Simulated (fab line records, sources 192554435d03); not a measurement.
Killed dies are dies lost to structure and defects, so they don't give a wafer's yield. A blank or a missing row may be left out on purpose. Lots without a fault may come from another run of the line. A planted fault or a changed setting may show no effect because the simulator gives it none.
Which tool did it? | flow n5_finfet | 24 lots, 72 wafers sampled, at 2 steps of a route of 1938

WHAT THE GAUGES READ, wafer by wafer
N5_BEOL_M3_OVL_MEAS_12. Usual: M3_OVL -0.5 nm, standard deviation 0.61.
lot  | measured     | on         | M3_OVL (nm)    | flag
L074 | day 7 00:13  | overlay-01 | -0.1 -1.4 -1.2 |
L075 | day 7 04:11  | overlay-02 | -0.9 -0.2 -1.2 |
L077 | day 7 14:14  | overlay-01 | 0.2 -0.9 0.6   |
L076 | day 7 14:32  | overlay-01 | -0.4 -1.6 -1.1 |
L078 | day 7 18:28  | overlay-02 | 0.2 -0.5 0.1   |
L080 | day 8 03:41  | overlay-01 | -0.8 -0.6 -0.6 |
L079 | day 8 10:58  | overlay-01 | -1.0 -1.1 0.3  |
L081 | day 8 18:53  | overlay-02 | -1.7 -0.9 -1.5 |
L082 | day 9 02:55  | overlay-02 | 0.7 0.3 0.0    |
L083 | day 9 12:44  | overlay-02 | 0.7 0.1 0.4    |
L085 | day 9 15:47  | overlay-02 | -0.7 -0.9 -1.2 |
L084 | day 9 15:51  | overlay-01 | -1.5 -0.9 -0.3 |
L086 | day 9 22:10  | overlay-01 | -0.1 0.5 -0.1  |
L087 | day 10 06:05 | overlay-02 | -0.4 -1.6 -1.0 |
L089 | day 10 12:28 | overlay-01 | -1.6 -0.6 -0.1 |
L088 | day 10 12:35 | overlay-02 | -1.0 -1.0 0.2  |
L090 | day 10 23:29 | overlay-01 | -0.9 -0.8 -0.2 |
L091 | day 11 07:48 | overlay-01 | -0.4 -0.4 -1.2 |
L092 | day 11 21:25 | overlay-01 | 0.2 -0.1 0.1   |
L093 | day 11 22:25 | overlay-01 | -0.2 -0.6 -0.9 |
L094 | day 11 22:35 | overlay-01 | -0.1 -0.9 -0.5 |
L096 | day 12 12:11 | overlay-01 | -0.1 -1.4 -0.5 |
L095 | day 12 12:22 | overlay-02 | -0.9 -0.3 -0.7 |
L097 | day 12 18:14 | overlay-02 | 0.0 -0.8 -0.9  |

WHICH TOOL RAN EACH LOT (tool, then ch and the chambers of the sampled wafers, then the start)
lot  | N5_BEOL_M2_ANNEAL_49
L074 | pvd_sputter-03, day 6 20:10
L075 | pvd_sputter-02, day 6 23:59
L077 | pvd_sputter-02, day 7 08:34
L076 | pvd_sputter-03, day 7 08:46
L078 | pvd_sputter-03, day 7 14:02
L080 | pvd_sputter-01, day 7 23:55
L079 | pvd_sputter-02, day 8 03:56
L081 | pvd_sputter-01, day 8 13:02
L082 | pvd_sputter-01, day 8 22:55
L083 | pvd_sputter-01, day 9 07:47
L085 | pvd_sputter-02, day 9 10:26
L084 | pvd_sputter-03, day 9 10:56
L086 | pvd_sputter-03, day 9 17:33
L087 | pvd_sputter-01, day 10 01:52
L089 | pvd_sputter-03, day 10 07:21
L088 | pvd_sputter-02, day 10 07:32
L090 | pvd_sputter-03, day 10 19:15
L091 | pvd_sputter-02, day 11 00:46
L092 | pvd_sputter-03, day 11 15:47
L093 | pvd_sputter-03, day 11 18:08
L094 | pvd_sputter-02, day 11 18:52
L096 | pvd_sputter-03, day 12 06:29
L095 | pvd_sputter-01, day 12 08:12
L097 | pvd_sputter-01, day 12 13:05
- N5_BEOL_M2_ANNEAL_49: time 240 s.

WHAT THE TOOLS THEMSELVES READ (means of the sampled wafers that have a number; where no wafer has one, the mark that the record gives instead)
N5_BEOL_M2_ANNEAL_49. Usual: heater_power_w 808 W, standard deviation 69.
lot  | tool           | heater_power_w (W) | flag
L074 | pvd_sputter-03 | 776                |
L075 | pvd_sputter-02 | 829                |
L077 | pvd_sputter-02 | 843                |
L076 | pvd_sputter-03 | 786                |
L078 | pvd_sputter-03 | 799                |
L080 | pvd_sputter-01 | 811                |
L079 | pvd_sputter-02 | 740                |
L081 | pvd_sputter-01 | 831                |
L082 | pvd_sputter-01 | 772                |
L083 | pvd_sputter-01 | 850                |
L085 | pvd_sputter-02 | 719                |
L084 | pvd_sputter-03 | 744                |
L086 | pvd_sputter-03 | 806                |
L087 | pvd_sputter-01 | 878                |
L089 | pvd_sputter-03 | 776                |
L088 | pvd_sputter-02 | 813                |
L090 | pvd_sputter-03 | 772                |
L091 | pvd_sputter-02 | 824                |
L092 | pvd_sputter-03 | 779                |
L093 | pvd_sputter-03 | 782                |
L094 | pvd_sputter-02 | 835                |
L096 | pvd_sputter-03 | 782                |
L095 | pvd_sputter-01 | 824                |
L097 | pvd_sputter-01 | 881                |

THE ANSWER, worked out from the rows above alone
Rule: a lot is off if the mean of its wafers that have a number lies more than 3 standard deviations from the usual mean. A lot without any number at a reading at which 4 lots or more have one is off too. The other lots that the step has rows for count as sound. The gauges are gone through in route order, then the tools' own readings, and for those a lot's mean is taken as printed above. The first step at which some lot is off is used, and at that step the reading that is off furthest; a lot without a number counts as furthest.
No lot is off at any reading shown: from this, nothing can be told.

WHAT THE SIMULATOR HAD PUT IN
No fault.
